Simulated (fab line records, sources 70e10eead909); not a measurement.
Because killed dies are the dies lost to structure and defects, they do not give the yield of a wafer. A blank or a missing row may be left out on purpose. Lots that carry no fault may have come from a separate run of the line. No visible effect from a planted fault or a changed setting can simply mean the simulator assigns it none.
Chamber matching | flow nand-harc | 4 sister chambers for NHARC_A_WL_FILL_ALD_02 on ald-metal-02
The step deposits TiN, target thk 2 nm, pulse time 3 s, ald cycles 100. 8 wafers are shown with their chamber, then 8 later ones without.

WAFERS PAIRED WITH THEIR CHAMBERS
wafer  | chamber | heater-power-w (W) | precursor-pulse-height-rel
L076.4 | 1       | 1089               | 0.975
L079.4 | 2       | 1081               | 0.976
L081.1 | 2       | 1069               | 1.019
L081.3 | 0       | 1006               | 1.015
L083.2 | 3       | 1146               | 0.971
L083.4 | 0       | 978                | 1.010
L083.6 | 3       | 1119               | 0.996
L088.1 | 1       | 1089               | 1.010

WAFERS WITHOUT THEIR CHAMBER
wafer  | heater-power-w (W) | precursor-pulse-height-rel
L088.4 | 1149               | 1.004
L088.5 | 1003               | 1.030
L090.3 | 1090               | 0.993
L090.4 | 942                | 1.008
L090.5 | 1104               | 0.961
L097.3 | 1123               | 0.989
L097.4 | 1107               | 0.978
L097.6 | 1081               | 1.003

WHICH CHAMBER EACH WENT THROUGH
wafer  | from the rows above          | in truth
L088.4 | 3                            | 3
L088.5 | 0                            | 0
L090.3 | can't be placed: 1 or 2      | 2
L090.4 | 0                            | 0
L090.5 | can't be placed: 1 or 3 or 2 | 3
L097.3 | can't be placed: 3 or 1      | 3
L097.4 | can't be placed: 1 or 3 or 2 | 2
L097.6 | can't be placed: 2 or 1      | 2
Placed correctly: 3 of 8. These rows do not allow placing 5 (true chamber among the candidates in 5). Number placed wrongly: 0.
How it was worked out, from the rows above alone: a wafer's distance from a chamber is the root of the sum, over the readings, of the square of ((its reading less the chamber's mean) divided by the reading's scatter). If the next closest chamber is less than 2 further off than the closest, the wafer can't be placed; otherwise it belongs to the closest. For every chamber, the mean is computed from those of its wafers that are shown. The scatter is the square root of a quotient: the sum, over the shown wafers, of each reading's squared deviation from its chamber's mean, divided by wafers minus chambers.
